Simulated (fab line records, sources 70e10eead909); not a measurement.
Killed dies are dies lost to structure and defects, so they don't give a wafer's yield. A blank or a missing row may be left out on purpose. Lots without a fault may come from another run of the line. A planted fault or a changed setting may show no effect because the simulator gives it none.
Which tool did it? | flow nand_harc | 7 lots, 21 wafers sampled, at 2 steps of a route of 1159

WHAT THE GAUGES READ, wafer by wafer
NHARC_P_ZERO_WELL_CD_MEAS_52: target cd 2000 nm.
lot  | measured    | on        | cd_nm (nm)
L913 | day 2 06:10 | cd_sem-02 | 2004.7 2000.7 1999.0
L918 | day 3 11:46 | cd_sem-01 | 2005.5 2004.3 2003.5
L920 | day 3 23:44 | cd_sem-01 | 1997.3 2003.1 2000.4
L922 | day 4 11:46 | cd_sem-01 | - - -
L924 | day 4 23:44 | cd_sem-01 | 2003.6 2000.2 2003.7
L926 | day 5 12:15 | cd_sem-02 | 2003.7 2001.4 2001.7
L933 | day 7 05:37 | cd_sem-02 | 1998.0 2001.1 2001.9

WHICH TOOL RAN EACH LOT (tool, then ch and the chambers of the sampled wafers, then the start)
lot  | NHARC_P_ZERO_WELL_EXPOSE_49
L913 | krf_scanner-03 ch 0, day 2 06:00
L918 | krf_scanner-01 ch 0, day 3 11:36
L920 | krf_scanner-03 ch 0, day 3 23:35
L922 | krf_scanner-01, day 4 11:36
L924 | krf_scanner-01 ch 0, day 4 23:34
L926 | krf_scanner-03 ch 0, day 5 12:05
L933 | krf_scanner-03 ch 0, day 7 05:28
- NHARC_P_ZERO_WELL_EXPOSE_49: exposes mask P HVPW, target cd 2000 nm.

THE ANSWER, worked out from the rows above alone
Rule: what is usual is taken from the lots themselves. Put in order of their means at a reading, lots are off if they are a third of the lots or fewer, leave a main group of 4 or more, and stand apart from it by a gap of 3 or more times the standard deviation of the main group's means; of several such gaps the widest counts. A main group whose means are all the same, to the digits that the tables above print for the reading, isn't used. A lot without any number at a reading at which 4 lots or more have one is off too. The other lots that the step has rows for count as sound.
Off: L922, at NHARC_P_ZERO_WELL_CD_MEAS_52 (cd_nm). Without a number there: L922. The main group: mean 2001.9 nm, standard deviation 1.4.
A tool fits if, at a process step before that reading, it ran every lot that is off, and no sound lot after the first of them. The gauges at NHARC_P_ZERO_WELL_CD_MEAS_52 are tried like those tools. None of those tried fits.

WHAT THE SIMULATOR HAD PUT IN
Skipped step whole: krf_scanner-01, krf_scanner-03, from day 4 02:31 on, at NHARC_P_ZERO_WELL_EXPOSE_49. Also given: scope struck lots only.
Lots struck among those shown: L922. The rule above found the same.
